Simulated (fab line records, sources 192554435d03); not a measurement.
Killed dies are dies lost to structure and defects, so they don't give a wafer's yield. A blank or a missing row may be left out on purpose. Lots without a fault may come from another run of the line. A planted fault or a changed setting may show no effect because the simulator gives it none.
Problem report in the 8D (eight disciplines) form, filled by code | flow n5_finfet | the parts of the form that need people (team, actions taken, sign-off) are left out

1. THE PROBLEM
killed_at_front_end at N5_PASSIVATION_PROBE_49 reads a mean of 141 on 3 wafers of 2 lots; wafers without a fault read 37 with a standard deviation of 10. That is +10 standard deviations from the usual mean.
First seen on wafer L461.2, day 15 12:12, on prober-02. The record holds 18 wafers of 6 lots with a number at this step. Rule for "out", or "out of limits": more than 4 standard deviations from the usual mean. The other wafers with a number count as sound.

2. WHAT IT IS AND WHAT IT IS NOT
question                    | is                               | is not
which readings at this step | killed_at_front_end, killed_dies | killed_at_M0_to_M3, killed_at_M4_up, killed_at_contacts, killed_at_other, killed_open, killed_short
which lots                  | L461, L463                       | L458, L469, L473, L476
which wafers of those lots  | L461.2, L463.4, L463.6           | L461.4, L461.5, L463.1
read on which tools         | prober-01, prober-02             | -
when                        | from day 15 12:12                | up to then (3 sound wafers); but 12 sound wafers of L461, L463, L469, L473, L476 came after

3. SUSPECTS, AND WHAT RULES EACH OUT
Counting: a tool at a process step up to the reading stays a suspect if it ran every lot that is out. Sound lots after the first of them don't rule it out here, since some wafers of a struck lot are sound.
- rie_diel-02 at N5_GATE_CUT_ETCH_58 (etches SiNx in CH3F/O2, target depth 17 nm, time 128.6 s): kept. It ran every lot that is out, first L461 (day 6 07:09).
- Within rie_diel-02 at N5_GATE_CUT_ETCH_58: the wafers that are out ran in chamber 0; their sound lot-mates ran in chamber 3.
Left after counting: rie_diel-02 at N5_GATE_CUT_ETCH_58.

4. THE CAUSE (what the simulator had put in)
Chamber particle source: rie_diel-02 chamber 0, from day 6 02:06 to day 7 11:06, at N5_GATE_CUT_ETCH_58. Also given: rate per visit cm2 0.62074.
Counting left only this tool.

5. THE CHAIN OF EFFECTS, in route order
Each row: a reading whose mean over the struck wafers that have a number lies more than 3 standard deviations from the usual. Only readings for which the record gives a usual standard deviation are gone through. hours: the time from each lot's start at the first step in this table that gives one to its start at this step, as a median over the lots. sigmas: the change in usual standard deviations.
hours | step                    | reading             | usual | on struck wafers | change | sigmas
0     | N5_PASSIVATION_PROBE_49 | killed_at_front_end | 37    | 141              | +104   | +10
0     | N5_PASSIVATION_PROBE_49 | killed_dies         | 104   | 203              | +99    | +5.5
The process steps in it:
- N5_PASSIVATION_PROBE_49

6. WHAT WOULD HAVE CAUGHT IT SOONER
In this record the first reading out of limits was taken at day 15 12:12, 226 hours after the fault began at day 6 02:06.
Of the tool readings at N5_GATE_CUT_ETCH_58 for which the record gives a usual standard deviation, none was out on any struck wafer, so an alarm limit of 4 standard deviations on them would not have fired.
All the lots that are out (2) had begun N5_GATE_CUT_ETCH_58 on rie_diel-02 by day 15 12:12. A hold on the tool at that time would have spared none of them.
